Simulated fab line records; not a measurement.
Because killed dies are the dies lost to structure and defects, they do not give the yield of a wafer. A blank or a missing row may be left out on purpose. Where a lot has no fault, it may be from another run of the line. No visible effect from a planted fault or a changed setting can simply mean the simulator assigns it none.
fab line records -- flow n5-finfet
record: lots: 24, wafers: 72, last-day: 18
route steps=1938 shown BEOL_M3@989 BEOL_M4@1021
lots with no fault: from the same line, run without faults
start-h: hours from the record's first day to the start of the lot's first wafer shown -- wait-h: time in hours since the lot's previous step -- " same as the row above -- L1.1+2: one row covering several wafers at once -- - no value, or no start given -- * or withheld: withheld -- < > ~ a bound
route shown NAME@n: NAME is a module with steps in the file, n the number in the route of the first one -- usual: mean/standard deviation taken from wafers without a fault -- same: alike in all rows -- chamber/n: place in a boat -- sites: each site's reading -- _std_site: their standard deviation -- _edge_site: mean of outer sites minus mean of inner sites -- radius-mm: for every site, how far away it sits from the centre of the wafer -- mask NAME#n: copy n -- behind: the most recent tool/chamber to have shaped the wafer -- hold: why the lot went on hold/how many hours it stayed there/how the hold came to an end -- device: transistor that didn't switch, given as n, p or np -- end of line: the same wafers' tests at the end of the route -- a step without rows: its recipe alone -- killed: not the wafer's yield, but the dies lost to structure and defects at the first sort -- map: per-die view of a wafer (x killed, . not killed, _ where there is no die)
set.NAME: the run value of the setting; set.NAME@STEP: its run value at that earlier step -- model.NAME: the simulator's own value behind a step, which no gauge read
route steps across a sampled set of lots; one table per step, one row per wafer
services: the hour from which a tool's chamber was out of use, counted from the record's first day as start-h (under 0 if before that day), plus the number of hours and why
== steps ==
step: N5_BEOL_M3_DEGAS_44
recipe: ambient: vacuum, temp-c: 250, time-s: 60
usual: heater-power-w: 343/38
lot.wafer,tool,chamber,start-h,wait-h,heater-power-w
L074.4,pvd-sputter-03,-,149.38,0.2,353
L074.5,pvd-sputter-03,-,149.38,0.2,293
L074.6,pvd-sputter-03,-,149.38,0.2,312
L075.2,pvd-sputter-01,-,157.76,0.8,328
L075.4,pvd-sputter-01,-,157.76,0.8,334
L075.6,pvd-sputter-01,-,157.76,0.8,345
L077.1,pvd-sputter-02,-,173.62,0.2,362
L077.2,pvd-sputter-02,-,173.62,0.2,277
L077.5,pvd-sputter-02,-,173.62,0.2,369
L076.2,pvd-sputter-03,-,176.46,0.3,307
L076.3,pvd-sputter-03,-,176.46,0.3,291
L076.5,pvd-sputter-03,-,176.46,0.3,299
L078.2,pvd-sputter-01,-,192.08,0.2,372
L078.5,pvd-sputter-01,-,192.08,0.2,382
L078.6,pvd-sputter-01,-,192.08,0.2,359
L079.3,pvd-sputter-02,-,203.07,0.4,426
L079.4,pvd-sputter-02,-,203.07,0.4,309
L079.5,pvd-sputter-02,-,203.07,0.4,280
L080.2,pvd-sputter-03,-,206.24,0.1,357
L080.5,pvd-sputter-03,-,206.24,0.1,369
L080.6,pvd-sputter-03,-,206.24,0.1,315
L081.2,pvd-sputter-01,-,206.50,0.2,371
L081.4,pvd-sputter-01,-,206.50,0.2,356
L081.5,pvd-sputter-01,-,206.50,0.2,337
L082.1,pvd-sputter-02,-,210.17,1.0,365
L082.3,pvd-sputter-02,-,210.17,1.0,432
L082.5,pvd-sputter-02,-,210.17,1.0,373
L085.1,pvd-sputter-02,-,213.65,0.2,308
L085.2,pvd-sputter-02,-,213.65,0.2,278
L085.6,pvd-sputter-02,-,213.65,0.2,369
L083.1,pvd-sputter-01,-,214.15,0.2,338
L083.3,pvd-sputter-01,-,214.15,0.2,322
L083.4,pvd-sputter-01,-,214.15,0.2,383
L084.2,pvd-sputter-01,-,223.36,0.6,341
L084.4,pvd-sputter-01,-,223.36,0.6,355
L084.6,pvd-sputter-01,-,223.36,0.6,339
L087.3,pvd-sputter-03,-,225.98,0.8,297
L087.4,pvd-sputter-03,-,225.98,0.8,355
L087.5,pvd-sputter-03,-,225.98,0.8,293
L086.3,pvd-sputter-03,-,226.14,0.7,315
L086.4,pvd-sputter-03,-,226.14,0.7,350
L086.5,pvd-sputter-03,-,226.14,0.7,358
L088.2,pvd-sputter-01,-,240.72,0.2,378
L088.4,pvd-sputter-01,-,240.72,0.2,341
L088.5,pvd-sputter-01,-,240.72,0.2,355
L089.2,pvd-sputter-02,-,249.69,0.7,441
L089.3,pvd-sputter-02,-,249.69,0.7,309
L089.5,pvd-sputter-02,-,249.69,0.7,370
L090.3,pvd-sputter-02,-,263.29,0.4,365
L090.4,pvd-sputter-02,-,263.29,0.4,278
L090.5,pvd-sputter-02,-,263.29,0.4,418
L092.1,pvd-sputter-01,-,263.38,0.3,335
L092.2,pvd-sputter-01,-,263.38,0.3,356
L092.3,pvd-sputter-01,-,263.38,0.3,318
L093.2,pvd-sputter-01,-,267.32,0.2,347
L093.3,pvd-sputter-01,-,267.32,0.2,374
L093.4,pvd-sputter-01,-,267.32,0.2,353
L091.1,pvd-sputter-01,-,267.98,0.9,365
L091.2,pvd-sputter-01,-,267.98,0.9,322
L091.3,pvd-sputter-01,-,267.98,0.9,379
L094.1,pvd-sputter-01,-,278.55,0.2,342
L094.5,pvd-sputter-01,-,278.55,0.2,383
L094.6,pvd-sputter-01,-,278.55,0.2,347
L095.2,pvd-sputter-03,-,284.65,0.2,362
L095.3,pvd-sputter-03,-,284.65,0.2,341
L095.4,pvd-sputter-03,-,284.65,0.2,292
L097.2,pvd-sputter-03,-,289.08,0.9,305
L097.4,pvd-sputter-03,-,289.08,0.9,355
L097.5,pvd-sputter-03,-,289.08,0.9,365
L096.1,pvd-sputter-02,-,299.51,0.5,279
L096.2,pvd-sputter-02,-,299.51,0.5,431
L096.4,pvd-sputter-02,-,299.51,0.5,314
step: N5_BEOL_M3_ANNEAL_82
recipe: temp-c: 400, time-s: 240, ambient: vacuum
usual: heater-power-w: 860/91
lot.wafer,tool,chamber,start-h,wait-h,heater-power-w
L074.4,pvd-sputter-03,-,152.23,0.0,897
L074.5,pvd-sputter-03,-,152.23,0.0,728
L074.6,pvd-sputter-03,-,152.23,0.0,880
L075.2,pvd-sputter-03,-,159.30,0.0,878
L075.4,pvd-sputter-03,-,159.30,0.0,886
L075.6,pvd-sputter-03,-,159.30,0.0,737
L077.1,pvd-sputter-01,-,174.69,0.0,825
L077.2,pvd-sputter-01,-,174.69,0.0,815
L077.5,pvd-sputter-01,-,174.69,0.0,797
L076.2,pvd-sputter-02,-,177.72,0.0,1073
L076.3,pvd-sputter-02,-,177.72,0.0,710
L076.5,pvd-sputter-02,-,177.72,0.0,710
L078.2,pvd-sputter-02,-,193.21,0.0,1075
L078.5,pvd-sputter-02,-,193.21,0.0,1059
L078.6,pvd-sputter-02,-,193.21,0.0,904
L079.3,pvd-sputter-02,-,204.15,0.0,700
L079.4,pvd-sputter-02,-,204.15,0.0,794
L079.5,pvd-sputter-02,-,204.15,0.0,683
L080.2,pvd-sputter-01,-,209.07,0.0,836
L080.5,pvd-sputter-01,-,209.07,0.0,919
L080.6,pvd-sputter-01,-,209.07,0.0,889
L081.2,pvd-sputter-03,-,209.30,0.0,738
L081.4,pvd-sputter-03,-,209.30,0.0,887
L081.5,pvd-sputter-03,-,209.30,0.0,800
L082.1,pvd-sputter-03,-,211.26,0.0,785
L082.3,pvd-sputter-03,-,211.26,0.0,896
L082.5,pvd-sputter-03,-,211.26,0.0,925
L085.1,pvd-sputter-01,-,215.05,0.0,822
L085.2,pvd-sputter-01,-,215.05,0.0,945
L085.6,pvd-sputter-01,-,215.05,0.0,949
L083.1,pvd-sputter-01,-,216.89,0.0,792
L083.3,pvd-sputter-01,-,216.89,0.0,854
L083.4,pvd-sputter-01,-,216.89,0.0,886
L084.2,pvd-sputter-01,-,224.74,0.0,847
L084.4,pvd-sputter-01,-,224.74,0.0,796
L084.6,pvd-sputter-01,-,224.74,0.0,927
L087.3,pvd-sputter-02,-,227.45,0.0,785
L087.4,pvd-sputter-02,-,227.45,0.0,1057
L087.5,pvd-sputter-02,-,227.45,0.0,1072
L086.3,pvd-sputter-03,-,227.92,0.0,730
L086.4,pvd-sputter-03,-,227.92,0.0,778
L086.5,pvd-sputter-03,-,227.92,0.0,774
L088.2,pvd-sputter-01,-,242.05,0.0,851
L088.4,pvd-sputter-01,-,242.05,0.0,931
L088.5,pvd-sputter-01,-,242.05,0.0,894
L089.2,pvd-sputter-03,-,250.98,0.0,760
L089.3,pvd-sputter-03,-,250.98,0.0,884
L089.5,pvd-sputter-03,-,250.98,0.0,732
L090.3,pvd-sputter-01,-,264.54,0.0,784
L090.4,pvd-sputter-01,-,264.54,0.0,880
L090.5,pvd-sputter-01,-,264.54,0.0,894
L092.1,pvd-sputter-03,-,264.66,0.0,877
L092.2,pvd-sputter-03,-,264.66,0.0,731
L092.3,pvd-sputter-03,-,264.66,0.0,785
L093.2,pvd-sputter-01,-,269.00,0.0,932
L093.3,pvd-sputter-01,-,269.00,0.0,914
L093.4,pvd-sputter-01,-,269.00,0.0,846
L091.1,pvd-sputter-02,-,269.63,0.0,1075
L091.2,pvd-sputter-02,-,269.63,0.0,793
L091.3,pvd-sputter-02,-,269.63,0.0,696
L094.1,pvd-sputter-02,-,279.92,0.0,908
L094.5,pvd-sputter-02,-,279.92,0.0,803
L094.6,pvd-sputter-02,-,279.92,0.0,1054
L095.2,pvd-sputter-01,-,285.85,0.0,947
L095.3,pvd-sputter-01,-,285.85,0.0,918
L095.4,pvd-sputter-01,-,285.85,0.0,834
L097.2,pvd-sputter-03,-,290.44,0.0,728
L097.4,pvd-sputter-03,-,290.44,0.0,774
L097.5,pvd-sputter-03,-,290.44,0.0,740
L096.1,pvd-sputter-01,-,300.72,0.0,833
L096.2,pvd-sputter-01,-,300.72,0.0,801
L096.4,pvd-sputter-01,-,300.72,0.0,921
step: N5_BEOL_M3_ANNEAL_89
recipe: temp-c: 400, time-s: 240, ambient: vacuum
usual: heater-power-w: 858/90
lot.wafer,tool,chamber,start-h,wait-h,heater-power-w
L074.4,pvd-sputter-03,-,152.67,0.0,889
L074.5,pvd-sputter-03,-,152.67,0.0,741
L074.6,pvd-sputter-03,-,152.67,0.0,886
L075.2,pvd-sputter-03,-,159.74,0.0,895
L075.4,pvd-sputter-03,-,159.74,0.0,920
L075.6,pvd-sputter-03,-,159.74,0.0,717
L077.1,pvd-sputter-01,-,175.13,0.0,824
L077.2,pvd-sputter-01,-,175.13,0.0,799
L077.5,pvd-sputter-01,-,175.13,0.0,794
L076.2,pvd-sputter-02,-,178.16,0.0,1036
L076.3,pvd-sputter-02,-,178.16,0.0,700
L076.5,pvd-sputter-02,-,178.16,0.0,712
L078.2,pvd-sputter-02,-,193.65,0.0,1064
L078.5,pvd-sputter-02,-,193.65,0.0,1035
L078.6,pvd-sputter-02,-,193.65,0.0,897
L079.3,pvd-sputter-02,-,204.59,0.0,712
L079.4,pvd-sputter-02,-,204.59,0.0,787
L079.5,pvd-sputter-02,-,204.59,0.0,689
L080.2,pvd-sputter-01,-,209.51,0.0,821
L080.5,pvd-sputter-01,-,209.51,0.0,953
L080.6,pvd-sputter-01,-,209.51,0.0,879
L081.2,pvd-sputter-03,-,209.74,0.0,742
L081.4,pvd-sputter-03,-,209.74,0.0,917
L081.5,pvd-sputter-03,-,209.74,0.0,787
L082.1,pvd-sputter-03,-,211.70,0.0,792
L082.3,pvd-sputter-03,-,211.70,0.0,896
L082.5,pvd-sputter-03,-,211.70,0.0,913
L085.1,pvd-sputter-01,-,215.49,0.0,809
L085.2,pvd-sputter-01,-,215.49,0.0,952
L085.6,pvd-sputter-01,-,215.49,0.0,953
L083.1,pvd-sputter-01,-,217.33,0.0,798
L083.3,pvd-sputter-01,-,217.33,0.0,846
L083.4,pvd-sputter-01,-,217.33,0.0,922
L084.2,pvd-sputter-01,-,225.18,0.0,847
L084.4,pvd-sputter-01,-,225.18,0.0,790
L084.6,pvd-sputter-01,-,225.18,0.0,959
L087.3,pvd-sputter-02,-,227.89,0.0,785
L087.4,pvd-sputter-02,-,227.89,0.0,1058
L087.5,pvd-sputter-02,-,227.89,0.0,1041
L086.3,pvd-sputter-03,-,228.36,0.0,761
L086.4,pvd-sputter-03,-,228.36,0.0,804
L086.5,pvd-sputter-03,-,228.36,0.0,798
L088.2,pvd-sputter-01,-,242.49,0.0,819
L088.4,pvd-sputter-01,-,242.49,0.0,954
L088.5,pvd-sputter-01,-,242.49,0.0,897
L089.2,pvd-sputter-03,-,251.42,0.0,758
L089.3,pvd-sputter-03,-,251.42,0.0,856
L089.5,pvd-sputter-03,-,251.42,0.0,734
L090.3,pvd-sputter-01,-,264.98,0.0,801
L090.4,pvd-sputter-01,-,264.98,0.0,907
L090.5,pvd-sputter-01,-,264.98,0.0,898
L092.1,pvd-sputter-03,-,265.10,0.0,891
L092.2,pvd-sputter-03,-,265.10,0.0,742
L092.3,pvd-sputter-03,-,265.10,0.0,771
L093.2,pvd-sputter-01,-,269.44,0.0,923
L093.3,pvd-sputter-01,-,269.44,0.0,899
L093.4,pvd-sputter-01,-,269.44,0.0,827
L091.1,pvd-sputter-02,-,270.07,0.0,1054
L091.2,pvd-sputter-02,-,270.07,0.0,783
L091.3,pvd-sputter-02,-,270.07,0.0,709
L094.1,pvd-sputter-02,-,280.36,0.0,898
L094.5,pvd-sputter-02,-,280.36,0.0,773
L094.6,pvd-sputter-02,-,280.36,0.0,1057
L095.2,pvd-sputter-01,-,286.29,0.0,923
L095.3,pvd-sputter-01,-,286.29,0.0,878
L095.4,pvd-sputter-01,-,286.29,0.0,846
L097.2,pvd-sputter-03,-,290.88,0.0,739
L097.4,pvd-sputter-03,-,290.88,0.0,781
L097.5,pvd-sputter-03,-,290.88,0.0,745
L096.1,pvd-sputter-01,-,301.16,0.0,850
L096.2,pvd-sputter-01,-,301.16,0.0,804
L096.4,pvd-sputter-01,-,301.16,0.0,942
step: N5_BEOL_M3_SPUTTER_92
recipe: material: Cu, target-thk-a: 45, temp-c: -20, chamber-pressure-pa: 0.07, power-w: withheld, time-s: 8.29
usual: chamber-pressure-pa: 0.06999/0.00014, throttle-valve-pct: 29.6/1.3
lot.wafer,tool,chamber,start-h,wait-h,chamber-pressure-pa,throttle-valve-pct
L074.4,pvd-sputter-03,-,153.03,0.1,0.07019,30.5
L074.5,pvd-sputter-03,-,153.03,0.1,0.06989,28.1
L074.6,pvd-sputter-03,-,153.03,0.1,0.07031,30.1
L075.2,pvd-sputter-03,-,160.10,0.1,0.06996,30.6
L075.4,pvd-sputter-03,-,160.10,0.1,0.06988,30.3
L075.6,pvd-sputter-03,-,160.10,0.1,0.06966,27.9
L077.1,pvd-sputter-01,-,175.49,0.1,0.06996,28.2
L077.2,pvd-sputter-01,-,175.49,0.1,0.07003,29.6
L077.5,pvd-sputter-01,-,175.49,0.1,0.06995,29.6
L076.2,pvd-sputter-02,-,178.52,0.1,0.07015,28.1
L076.3,pvd-sputter-02,-,178.52,0.1,0.07,29.0
L076.5,pvd-sputter-02,-,178.52,0.1,0.07021,29.1
L078.2,pvd-sputter-02,-,194.01,0.1,0.07001,27.8
L078.5,pvd-sputter-02,-,194.01,0.1,0.06996,28.0
L078.6,pvd-sputter-02,-,194.01,0.1,0.06981,31.5
L079.3,pvd-sputter-02,-,204.95,0.1,0.07008,29.0
L079.4,pvd-sputter-02,-,204.95,0.1,0.07014,30.9
L079.5,pvd-sputter-02,-,204.95,0.1,0.07013,29.1
L080.2,pvd-sputter-01,-,209.87,0.1,0.06982,27.9
L080.5,pvd-sputter-01,-,209.87,0.1,0.07006,31.2
L080.6,pvd-sputter-01,-,209.87,0.1,0.06988,28.4
L081.2,pvd-sputter-03,-,210.10,0.1,0.06991,27.9
L081.4,pvd-sputter-03,-,210.10,0.1,0.06981,30.0
L081.5,pvd-sputter-03,-,210.10,0.1,0.07019,30.9
L082.1,pvd-sputter-03,-,212.06,0.1,0.06993,30.8
L082.3,pvd-sputter-03,-,212.06,0.1,0.07003,30.4
L082.5,pvd-sputter-03,-,212.06,0.1,0.07003,30.2
L085.1,pvd-sputter-01,-,215.85,0.1,0.06969,29.9
L085.2,pvd-sputter-01,-,215.85,0.1,0.06996,30.7
L085.6,pvd-sputter-01,-,215.85,0.1,0.06987,31.0
L083.1,pvd-sputter-01,-,217.69,0.1,0.06961,29.8
L083.3,pvd-sputter-01,-,217.69,0.1,0.07,28.0
L083.4,pvd-sputter-01,-,217.69,0.1,0.07002,28.3
L084.2,pvd-sputter-01,-,225.54,0.1,0.07024,28.1
L084.4,pvd-sputter-01,-,225.54,0.1,0.07017,30.0
L084.6,pvd-sputter-01,-,225.54,0.1,0.0701,31.2
L087.3,pvd-sputter-02,-,228.25,0.1,0.0701,30.9
L087.4,pvd-sputter-02,-,228.25,0.1,0.06985,27.9
L087.5,pvd-sputter-02,-,228.25,0.1,0.07002,28.1
L086.3,pvd-sputter-03,-,228.72,0.1,0.06983,27.7
L086.4,pvd-sputter-03,-,228.72,0.1,0.06997,30.9
L086.5,pvd-sputter-03,-,228.72,0.1,0.07028,30.9
L088.2,pvd-sputter-01,-,242.85,0.1,0.06996,28.4
L088.4,pvd-sputter-01,-,242.85,0.1,0.0699,30.8
L088.5,pvd-sputter-01,-,242.85,0.1,0.07015,28.2
L089.2,pvd-sputter-03,-,251.78,0.1,0.0701,30.9
L089.3,pvd-sputter-03,-,251.78,0.1,0.07002,30.2
L089.5,pvd-sputter-03,-,251.78,0.1,0.06999,28.0
L090.3,pvd-sputter-01,-,265.34,0.1,0.07017,29.9
L090.4,pvd-sputter-01,-,265.34,0.1,0.07008,28.4
L090.5,pvd-sputter-01,-,265.34,0.1,0.07007,28.5
L092.1,pvd-sputter-03,-,265.46,0.1,0.0699,30.2
L092.2,pvd-sputter-03,-,265.46,0.1,0.06982,27.9
L092.3,pvd-sputter-03,-,265.46,0.1,0.07004,30.8
L093.2,pvd-sputter-01,-,269.80,0.1,0.07,31.2
L093.3,pvd-sputter-01,-,269.80,0.1,0.06996,28.2
L093.4,pvd-sputter-01,-,269.80,0.1,0.06994,27.9
L091.1,pvd-sputter-02,-,270.43,0.1,0.06996,28.0
L091.2,pvd-sputter-02,-,270.43,0.1,0.07018,31.0
L091.3,pvd-sputter-02,-,270.43,0.1,0.06981,28.7
L094.1,pvd-sputter-02,-,280.72,0.1,0.07014,31.6
L094.5,pvd-sputter-02,-,280.72,0.1,0.07016,31.2
L094.6,pvd-sputter-02,-,280.72,0.1,0.07015,28.3
L095.2,pvd-sputter-01,-,286.65,0.1,0.06988,30.8
L095.3,pvd-sputter-01,-,286.65,0.1,0.0697,28.4
L095.4,pvd-sputter-01,-,286.65,0.1,0.06995,28.2
L097.2,pvd-sputter-03,-,291.24,0.1,0.06993,28.1
L097.4,pvd-sputter-03,-,291.24,0.1,0.06996,31.0
L097.5,pvd-sputter-03,-,291.24,0.1,0.06992,28.1
L096.1,pvd-sputter-01,-,301.52,0.1,0.07002,28.2
L096.2,pvd-sputter-01,-,301.52,0.1,0.0698,29.8
L096.4,pvd-sputter-01,-,301.52,0.1,0.06998,31.3
step: N5_BEOL_M4_ILD_DEP_00
recipe: material: SiOC, target-thk-a: 790, temp-c: 350, precursor: DEMS/O2, pressure-torr: 5, rf-w: 500, time-s: 15.3
usual: heater-power-w: 488/100, showerhead-plenum-p-Torr: 5.703/0.012, showerhead-vpp-V: 1415/72, throttle-valve-pct: 11.6/0.51
lot.wafer,tool,chamber,start-h,wait-h,heater-power-w,showerhead-plenum-p-Torr,showerhead-vpp-V,throttle-valve-pct
L074.4,pecvd-03,0,154.60,0.1,419,5.698,1519,11.0
L074.5,pecvd-03,2,154.60,0.1,606,5.717,1363,11.1
L074.6,pecvd-03,1,154.60,0.1,453,5.691,1456,12.2
L075.2,pecvd-03,2,161.66,0.0,700,5.702,1351,11.4
L075.4,pecvd-03,0,161.66,0.0,334,5.716,1531,11.1
L075.6,pecvd-03,2,161.66,0.0,691,5.720,1358,11.2
L077.1,pecvd-03,0,177.05,0.0,429,5.715,1496,11.2
L077.2,pecvd-03,1,177.05,0.0,439,5.714,1447,12.0
L077.5,pecvd-03,2,177.05,0.0,691,5.718,1341,11.2
L076.2,pecvd-03,1,180.07,0.0,414,5.700,1463,12.2
L076.3,pecvd-03,0,180.07,0.0,373,5.714,1514,11.4
L076.5,pecvd-03,0,180.07,0.0,385,5.710,1544,11.3
L078.2,pecvd-02,0,195.64,0.0,585,5.685,1437,11.9
L078.5,pecvd-02,1,195.64,0.0,590,5.688,1341,12.1
L078.6,pecvd-02,0,195.64,0.0,566,5.704,1422,12.1
L079.3,pecvd-03,2,206.50,0.0,579,5.716,1357,11.2
L079.4,pecvd-03,2,206.50,0.0,582,5.714,1348,11.1
L079.5,pecvd-03,1,206.50,0.0,387,5.711,1447,12.5
L080.2,pecvd-03,0,211.61,0.0,340,5.690,1556,11.1
L080.5,pecvd-03,2,211.61,0.0,647,5.715,1361,11.3
L080.6,pecvd-03,0,211.61,0.0,354,5.709,1536,11.1
L081.2,pecvd-02,1,211.66,0.0,531,5.696,1343,11.9
L081.4,pecvd-02,2,211.66,0.0,547,5.696,1301,10.6
L081.5,pecvd-02,1,211.66,0.0,533,5.706,1336,12.0
L082.1,pecvd-03,2,213.61,0.0,656,5.700,1376,11.2
L082.3,pecvd-03,1,213.61,0.0,428,5.704,1470,12.3
L082.5,pecvd-03,2,213.61,0.0,656,5.725,1367,11.3
L085.1,pecvd-03,0,217.40,0.0,411,5.702,1533,11.0
L085.2,pecvd-03,2,217.40,0.0,697,5.710,1348,11.5
L085.6,pecvd-03,1,217.40,0.0,411,5.705,1471,12.1
L083.1,pecvd-03,0,219.27,0.0,379,5.715,1526,11.4
L083.3,pecvd-03,1,219.27,0.0,439,5.703,1444,12.5
L083.4,pecvd-03,0,219.27,0.0,381,5.714,1518,11.3
L084.2,pecvd-03,1,227.10,0.0,389,5.710,1469,12.1
L084.4,pecvd-03,1,227.10,0.0,393,5.689,1459,12.1
L084.6,pecvd-03,0,227.10,0.0,425,5.711,1550,11.2
L087.3,pecvd-03,1,229.84,0.0,447,5.694,1440,12.3
L087.4,pecvd-03,2,229.84,0.0,580,5.717,1350,10.9
L087.5,pecvd-03,1,229.84,0.0,430,5.684,1438,12.4
L086.3,pecvd-03,1,230.30,0.0,431,5.710,1455,12.4
L086.4,pecvd-03,1,230.30,0.0,440,5.692,1457,12.6
L086.5,pecvd-03,2,230.30,0.0,581,5.719,1371,11.3
L088.2,pecvd-03,2,244.40,0.0,620,5.727,1339,11.2
L088.4,pecvd-03,1,244.40,0.0,399,5.699,1445,12.4
L088.5,pecvd-03,2,244.40,0.0,641,5.715,1343,11.2
L089.2,pecvd-04,1,253.59,0.0,492,5.687,1423,11.9
L089.3,pecvd-04,0,253.59,0.0,437,5.676,1332,12.0
L089.5,pecvd-04,2,253.59,0.0,360,5.682,1434,11.7
L090.3,pecvd-04,2,266.89,0.0,306,5.670,1433,11.9
L090.4,pecvd-04,1,266.89,0.0,485,5.717,1395,12.3
L090.5,pecvd-04,0,266.89,0.0,434,5.691,1345,12.2
L092.1,pecvd-02,0,267.16,0.0,548,5.691,1445,11.7
L092.2,pecvd-02,2,267.16,0.0,493,5.707,1324,10.9
L092.3,pecvd-02,1,267.16,0.0,616,5.704,1343,12.4
L093.2,pecvd-04,2,271.39,0.1,337,5.691,1433,11.6
L093.3,pecvd-04,1,271.39,0.1,429,5.708,1413,12.1
L093.4,pecvd-04,0,271.39,0.1,409,5.681,1335,11.7
L091.1,pecvd-03,0,272.43,0.0,410,5.704,1535,11.1
L091.2,pecvd-03,1,272.43,0.0,392,5.709,1441,12.7
L091.3,pecvd-03,2,272.43,0.0,668,5.718,1355,11.4
L094.1,pecvd-04,0,282.39,0.0,512,5.691,1342,12.1
L094.5,pecvd-04,2,282.39,0.0,367,5.699,1393,11.8
L094.6,pecvd-04,1,282.39,0.0,491,5.709,1407,12.0
L095.2,pecvd-04,0,288.20,0.0,531,5.695,1338,11.8
L095.3,pecvd-04,2,288.20,0.0,381,5.704,1456,11.4
L095.4,pecvd-04,2,288.20,0.0,385,5.690,1445,11.4
L097.2,pecvd-02,0,292.79,0.0,507,5.700,1448,11.9
L097.4,pecvd-02,0,292.79,0.0,509,5.705,1415,11.8
L097.5,pecvd-02,1,292.79,0.0,590,5.705,1313,12.1
L096.1,pecvd-02,2,303.07,0.0,502,5.710,1297,11.1
L096.2,pecvd-02,0,303.07,0.0,562,5.701,1430,11.9
L096.4,pecvd-02,1,303.07,0.0,554,5.694,1345,12.1
step: N5_BEOL_M4_INSPECT_13
recipe: mode: adi, inspect-instrument: brightfield
usual: raw-defect-count: 400/89
lot.wafer,tool,chamber,start-h,wait-h,raw-defect-count
L074.4,defect-inspect-01,-,156.20,0.0,465
L074.5,defect-inspect-01,-,156.20,0.0,319
L074.6,defect-inspect-01,-,156.20,0.0,343
L075.2,defect-inspect-01,-,162.66,0.0,262
L075.4,defect-inspect-01,-,162.66,0.0,276
L075.6,defect-inspect-01,-,162.66,0.0,468
L077.1,defect-inspect-01,-,181.43,0.1,378
L077.2,defect-inspect-01,-,181.43,0.1,337
L077.5,defect-inspect-01,-,181.43,0.1,377
L076.2,defect-inspect-02,-,181.76,0.0,549
L076.3,defect-inspect-02,-,181.76,0.0,457
L076.5,defect-inspect-02,-,181.76,0.0,545
L078.2,defect-inspect-02,-,199.00,0.0,444
L078.5,defect-inspect-02,-,199.00,0.0,373
L078.6,defect-inspect-02,-,199.00,0.0,471
L079.3,defect-inspect-02,-,207.20,0.0,392
L079.4,defect-inspect-02,-,207.20,0.0,416
L079.5,defect-inspect-02,-,207.20,0.0,399
L080.2,defect-inspect-01,-,213.30,0.0,581
L080.5,defect-inspect-01,-,213.30,0.0,510
L080.6,defect-inspect-01,-,213.30,0.0,536
L081.2,defect-inspect-01,-,213.47,0.0,419
L081.4,defect-inspect-01,-,213.47,0.0,532
L081.5,defect-inspect-01,-,213.47,0.0,398
L082.1,defect-inspect-02,-,215.05,0.4,642
L082.3,defect-inspect-02,-,215.05,0.4,315
L082.5,defect-inspect-02,-,215.05,0.4,336
L085.1,defect-inspect-01,-,219.14,0.1,323
L085.2,defect-inspect-01,-,219.14,0.1,387
L085.6,defect-inspect-01,-,219.14,0.1,274
L083.1,defect-inspect-02,-,220.41,0.1,512
L083.3,defect-inspect-02,-,220.41,0.1,473
L083.4,defect-inspect-02,-,220.41,0.1,329
L084.2,defect-inspect-02,-,229.95,0.1,630
L084.4,defect-inspect-02,-,229.95,0.1,501
L084.6,defect-inspect-02,-,229.95,0.1,586
L087.3,defect-inspect-01,-,230.97,0.0,355
L087.4,defect-inspect-01,-,230.97,0.0,296
L087.5,defect-inspect-01,-,230.97,0.0,316
L086.3,defect-inspect-02,-,233.40,0.0,411
L086.4,defect-inspect-02,-,233.40,0.0,355
L086.5,defect-inspect-02,-,233.40,0.0,427
L088.2,defect-inspect-01,-,246.00,0.0,430
L088.4,defect-inspect-01,-,246.00,0.0,487
L088.5,defect-inspect-01,-,246.00,0.0,450
L089.2,defect-inspect-01,-,254.25,0.0,422
L089.3,defect-inspect-01,-,254.25,0.0,418
L089.5,defect-inspect-01,-,254.25,0.0,358
L090.3,defect-inspect-02,-,267.88,0.0,499
L090.4,defect-inspect-02,-,267.88,0.0,382
L090.5,defect-inspect-02,-,267.88,0.0,432
L092.1,defect-inspect-01,-,268.98,0.1,355
L092.2,defect-inspect-01,-,268.98,0.1,403
L092.3,defect-inspect-01,-,268.98,0.1,309
L093.2,defect-inspect-01,-,273.97,0.0,447
L093.3,defect-inspect-01,-,273.97,0.0,474
L093.4,defect-inspect-01,-,273.97,0.0,310
L091.1,defect-inspect-02,-,274.43,0.1,325
L091.2,defect-inspect-02,-,274.43,0.1,386
L091.3,defect-inspect-02,-,274.43,0.1,431
L094.1,defect-inspect-02,-,284.62,0.1,358
L094.5,defect-inspect-02,-,284.62,0.1,395
L094.6,defect-inspect-02,-,284.62,0.1,425
L095.2,defect-inspect-02,-,289.72,0.0,236
L095.3,defect-inspect-02,-,289.72,0.0,288
L095.4,defect-inspect-02,-,289.72,0.0,427
L097.2,defect-inspect-02,-,293.60,0.0,363
L097.4,defect-inspect-02,-,293.60,0.0,517
L097.5,defect-inspect-02,-,293.60,0.0,374
L096.1,defect-inspect-02,-,306.46,0.1,452
L096.2,defect-inspect-02,-,306.46,0.1,319
L096.4,defect-inspect-02,-,306.46,0.1,375
== services ==
tool,chamber,start-h,hours,kind
pecvd-03,-,136.71,1.1,repair
pvd-sputter-03,-,137.72,2.9,repair
pecvd-02,2,145.61,5.1,repair
pecvd-03,-,145.76,1.0,repair
pecvd-04,-,150.68,0.5,repair
pvd-sputter-03,-,164.10,7.1,repair
pecvd-02,0,167.87,5.5,scheduled-down
pecvd-04,-,195.44,5.5,pm
pecvd-02,-,214.93,1.0,repair
pecvd-04,0,217.44,5.5,scheduled-down
pecvd-03,2,248.24,-,calibration
pecvd-03,0,272.97,3.5,repair
pvd-sputter-02,-,288.76,8.9,repair
== key ==
fault none
